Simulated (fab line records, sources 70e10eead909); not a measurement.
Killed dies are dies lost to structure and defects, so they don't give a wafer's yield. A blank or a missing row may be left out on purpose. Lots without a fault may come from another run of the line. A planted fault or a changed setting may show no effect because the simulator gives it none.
Which tool did it? | flow nand_harc | 14 lots, 42 wafers sampled, at 4 steps of a route of 1302

WHAT THE GAUGES READ, wafer by wafer
NHARC_P_CONTACT_OVL_MEAS_13. Usual: overlay_x_nm 0.1 nm, standard deviation 0.7; overlay_y_nm 0.2 nm, standard deviation 0.86.
lot  | measured     | on         | overlay_x_nm (nm) | overlay_y_nm (nm) | flag
L815 | day 6 06:19  | overlay-01 | 0.0 -0.9 -0.1     | 1.7 1.2 1.2       |
L816 | day 6 12:50  | overlay-01 | 0.1 -0.3 0.4      | 0.6 -0.2 0.6      |
L817 | day 6 14:17  | overlay-02 | 0.1 0.7 0.4       | 1.4 0.5 0.8       |
L819 | day 7 14:34  | overlay-01 | -0.4 -0.7 -0.5    | -0.6 0.1 -0.3     |
L820 | day 8 02:52  | overlay-02 | 1.4 1.2 0.9       | 0.8 -0.2 0.8      |
L822 | day 8 19:50  | overlay-01 | -1.6 -2.0 -1.4    | 0.7 0.8 0.7       |
L830 | day 12 01:59 | overlay-02 | -0.5 0.1 -0.5     | 0.0 0.0 0.0       |
L832 | day 13 05:35 | overlay-01 | 0.3 0.7 0.5       | 0.5 0.4 -0.1      |
L833 | day 13 11:31 | overlay-01 | -0.4 -0.5 -0.8    | -1.4 -1.5 -1.7    |
L834 | day 14 02:14 | overlay-01 | 0.2 0.1 -0.4      | 0.0 -0.7 -0.5     |
L835 | day 14 07:46 | overlay-02 | 0.8 0.8 0.9       | -1.4 -1.7 -1.1    |
L836 | day 14 17:45 | overlay-01 | 0.2 -0.2 0.0      | 0.1 0.6 -0.1      |
L837 | day 15 02:13 | overlay-02 | 0.0 -0.2 -0.3     | -0.1 0.1 0.2      |
L838 | day 15 15:28 | overlay-01 | 0.0 0.2 0.6       | -0.1 -0.8 -0.4    |

NHARC_P_M0_CD_MEAS_09: target cd 90 nm. Usual: cd_nm 90.3 nm, standard deviation 0.83.
lot  | measured     | on        | cd_nm (nm)     | flag
L815 | day 6 10:24  | cd_sem-02 | 89.4 89.5 90.4 |
L816 | day 6 16:55  | cd_sem-03 | 91.9 90.6 89.2 |
L817 | day 6 18:48  | cd_sem-01 | 89.8 90.0 89.6 |
L819 | day 7 18:50  | cd_sem-01 | 91.6 90.6 91.6 |
L820 | day 8 06:50  | cd_sem-02 | 90.8 90.7 90.8 |
L822 | day 8 23:55  | cd_sem-02 | 90.3 91.9 89.5 |
L830 | day 12 06:04 | cd_sem-02 | 90.4 91.0 90.9 |
L832 | day 13 09:40 | cd_sem-01 | 90.6 91.1 92.0 |
L833 | day 13 15:36 | cd_sem-02 | 90.6 89.6 89.7 |
L834 | day 14 06:20 | cd_sem-01 | 89.1 90.4 90.0 |
L835 | day 14 11:59 | cd_sem-02 | 89.4 89.8 90.5 |
L836 | day 14 21:43 | cd_sem-03 | 90.8 89.9 90.3 |
L837 | day 15 06:11 | cd_sem-01 | 90.1 91.0 90.4 |
L838 | day 15 19:32 | cd_sem-02 | 89.6 89.4 88.7 |

WHICH TOOL RAN EACH LOT (tool, then ch and the chambers of the sampled wafers, then the start)
lot  | NHARC_P_CONTACT_DESCUM_17          | NHARC_P_M0_DEP_00
L815 | rie_diel-06 ch 0,3, day 6 06:25    | pecvd-01 ch 0,1,2, day 6 09:33
L816 | rie_diel-04 ch 1,2,3, day 6 12:57  | pecvd-04 ch 2, day 6 16:08
L817 | rie_diel-04 ch 0,1,3, day 6 14:23  | pecvd-03 ch 0,2, day 6 18:01
L819 | rie_diel-13 ch 0,1,3, day 7 14:41  | pecvd-03 ch 0,2, day 7 18:01
L820 | rie_diel-04 ch 0,1,2, day 8 02:59  | pecvd-03 ch 0,1,2, day 8 06:08
L822 | rie_diel-13 ch 0,1,2, day 8 19:57  | pecvd-01 ch 0,1,2, day 8 23:11
L830 | rie_diel-04 ch 0,1,3, day 12 02:05 | pecvd-03 ch 0,1, day 12 05:17
L832 | rie_diel-06 ch 0,1,3, day 13 05:42 | pecvd-03 ch 1,2, day 13 08:50
L833 | rie_diel-06 ch 1,2,3, day 13 11:37 | pecvd-01 ch 0,1,2, day 13 14:48
L834 | rie_diel-13 ch 0,2, day 14 02:19   | pecvd-03 ch 1,2, day 14 05:31
L835 | rie_diel-04 ch 0,1,3, day 14 07:52 | pecvd-03 ch 0,1, day 14 11:09
L836 | rie_diel-04 ch 1,3, day 14 17:51   | pecvd-03 ch 1,2, day 14 21:02
L837 | rie_diel-04 ch 0,1,2, day 15 02:19 | pecvd-01 ch 0,2, day 15 05:27
L838 | rie_diel-13 ch 0,3, day 15 15:34   | pecvd-01 ch 1,2, day 15 18:47
- NHARC_P_CONTACT_DESCUM_17: chemistry O2, time 3 s.
- NHARC_P_M0_DEP_00: deposits SiOC, target thk 150 nm.

WHAT THE TOOLS THEMSELVES READ (means of the sampled wafers that have a number; where no wafer has one, the mark that the record gives instead)
NHARC_P_CONTACT_DESCUM_17. Usual: drypump_motor_current_A 5.3 A, standard deviation 0.35; oes_product_au 0.997 a.u., standard deviation 0.016; rf_vpp_V 57.8 V, standard deviation 0.88; showerhead_plenum_p_Torr 1.92 Torr, standard deviation 0.089; throttle_valve_pct 11.312 %, standard deviation 0.0094.
lot  | tool        | drypump_motor_current_A (A) | oes_product_au (a.u.) | rf_vpp_V (V) | showerhead_plenum_p_Torr (Torr) | throttle_valve_pct (%) | flag
L815 | rie_diel-06 | 5.4                         | 1.005                 | 58.9         | 1.98                            | 11.323                 |
L816 | rie_diel-04 | 5.5                         | 1.012                 | 57.9         | 1.97                            | 11.314                 |
L817 | rie_diel-04 | 5.3                         | 1.013                 | 57.6         | 1.96                            | 11.312                 |
L819 | rie_diel-13 | 5.4                         | 1.014                 | 57.7         | 1.80                            | 11.312                 |
L820 | rie_diel-04 | 5.3                         | 1.001                 | 57.4         | 1.98                            | 11.307                 |
L822 | rie_diel-13 | 5.4                         | 1.002                 | 57.6         | 1.87                            | 11.309                 |
L830 | rie_diel-04 | 5.2                         | 0.992                 | 58.0         | 1.96                            | 11.310                 |
L832 | rie_diel-06 | 5.3                         | 0.992                 | 57.8         | 1.97                            | 11.311                 |
L833 | rie_diel-06 | 5.3                         | 0.997                 | 57.6         | 1.95                            | 11.313                 |
L834 | rie_diel-13 | 5.0                         | 1.008                 | 57.7         | 1.87                            | 11.307                 |
L835 | rie_diel-04 | 5.2                         | 0.985                 | 58.4         | 1.96                            | 11.307                 |
L836 | rie_diel-04 | 5.4                         | 0.994                 | 57.9         | 2.00                            | 11.309                 |
L837 | rie_diel-04 | 5.3                         | 0.990                 | 57.3         | 1.98                            | 11.313                 |
L838 | rie_diel-13 | 5.0                         | 1.002                 | 57.5         | 1.79                            | 11.310                 |

NHARC_P_M0_DEP_00. Usual: chamber_pressure_Torr 5.000 Torr, standard deviation 0.01; rf_fwd_power_W 598.5 W, standard deviation 2.
lot  | tool     | chamber_pressure_Torr (Torr) | rf_fwd_power_W (W) | flag
L815 | pecvd-01 | 4.996                        | 597.7              |
L816 | pecvd-04 | 5.002                        | 600.0              |
L817 | pecvd-03 | 5.001                        | 598.8              |
L819 | pecvd-03 | -                            | -                  | OFF
L820 | pecvd-03 | -                            | -                  | OFF
L822 | pecvd-01 | 5.003                        | 597.8              |
L830 | pecvd-03 | 4.996                        | 598.3              |
L832 | pecvd-03 | 4.995                        | 599.1              |
L833 | pecvd-01 | 5.008                        | 599.4              |
L834 | pecvd-03 | 5.003                        | 600.5              |
L835 | pecvd-03 | 4.996                        | 598.1              |
L836 | pecvd-03 | 5.005                        | 598.2              |
L837 | pecvd-01 | 5.007                        | 597.1              |
L838 | pecvd-01 | 5.001                        | 598.0              |

THE ANSWER, worked out from the rows above alone
Rule: a lot is off if the mean of its wafers that have a number lies more than 3 standard deviations from the usual mean. A lot without any number at a reading at which 4 lots or more have one is off too. The other lots that the step has rows for count as sound. The gauges are gone through in route order, then the tools' own readings, and for those a lot's mean is taken as printed above. The first step at which some lot is off is used, and at that step the reading that is off furthest; a lot without a number counts as furthest.
Off: L819, L820, at NHARC_P_M0_DEP_00 (chamber_pressure_Torr). Without a number there: L819, L820.
A tool fits if, at that step or a process step before it, it ran every lot that is off, and no sound lot after the first of them. None of those tried fits.

WHAT THE SIMULATOR HAD PUT IN
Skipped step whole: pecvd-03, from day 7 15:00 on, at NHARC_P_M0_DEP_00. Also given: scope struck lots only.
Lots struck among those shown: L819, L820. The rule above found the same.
